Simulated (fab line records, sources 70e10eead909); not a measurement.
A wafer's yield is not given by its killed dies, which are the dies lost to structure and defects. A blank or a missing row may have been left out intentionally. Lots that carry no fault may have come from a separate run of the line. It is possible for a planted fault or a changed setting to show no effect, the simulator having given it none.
Code-filled problem report in 8D (eight disciplines) form -- flow nand_harc -- the parts of the form that need people (team, actions taken, sign-off) are left out

## 1. WHAT WENT WRONG
Wafers with no fault read 23.81 s with a standard deviation of 0.28, whereas run_length_s at NHARC_P_GATE_DESCUM_61 reads a mean of 22.58 s on 1 wafer of 1 lot. That puts it -4.4 standard deviations away from the usual mean.
The step: chemistry O2, time 3 s.
Seen first at day 12 21:45 on rie_diel-13, wafer L818.5. The record holds 13 wafers of 5 lots with a number at this step. The rule behind "out" and "out of limits": a value lying over 4 standard deviations away from the usual mean. The rest of the wafers with a number are treated as sound.

## 2. WHAT IT IS, WHAT IT ISN'T
question,is,is not
which readings at this step,run_length_s,"drypump_motor_current_A, oes_product_au, rf_vpp_V, showerhead_plenum_p_Torr, throttle_valve_pct"
which lots,L818,"L805, L811, L822, L824"
which wafers of those lots,all that have a number,-
read on which tools,rie_diel-13,"rie_diel-06, rie_diel-08"
when,from day 12 21:45,"up to then (6 sound wafers); but 6 sound wafers of L822, L824 came after"

## 3. SUSPECTS, AND WHAT RULES EACH OUT
Counting: a tool at a process step up to the reading stays a suspect if it ran every lot that is out and no sound lot after the first of them.
- plasma_asher-02 at NHARC_P_GATE_STRIP_75 (strips in O2): ruled out as a lasting fault. After its first lot that is out, L818 (day 12 20:40), sound lots L822 ran on it.
- rie_diel-13 at NHARC_P_GATE_DESCUM_61 (chemistry O2, time 3 s): kept. It ran the lot that is out, L818 (day 12 21:45), and no sound lot after that; its last sound lot up to then is L811 (day 9 17:11). On those wafers its own readings are out: run_length_s.
The count leaves rie_diel-13 at NHARC_P_GATE_DESCUM_61.

## 4. THE CAUSE (what the simulator had put in)
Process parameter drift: rie_diel-13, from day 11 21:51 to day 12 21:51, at NHARC_P_GATE_DESCUM_61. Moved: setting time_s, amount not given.
Only this tool survived the counting.

## 5. THE EFFECT CHAIN, in route order
Each row: a reading where the mean over the struck wafers with a number is more than 3 standard deviations away from the usual. Scope: only readings with a usual standard deviation given in the record; hours: median across lots of the time from each lot's start at the first step in this table that gives one to its start at this step; sigmas: change in usual standard deviations.
hours,step,reading,usual,on struck wafers,change,sigmas
0,NHARC_P_GATE_DESCUM_61,run_length_s,23.81 s,22.58,-1.23,-4.4
Process steps it contains:
- NHARC_P_GATE_DESCUM_61: chemistry O2, time 3 s.
Later measuring or inspecting steps at which every struck wafer that the step has a row for has a number for every such reading, and none has moved that far: NHARC_END_SORT_01.

## 6. HOW IT WOULD HAVE BEEN CAUGHT EARLIER
First out-of-limits reading in this record: day 12 21:45, which is 24 hours after fault onset at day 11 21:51.
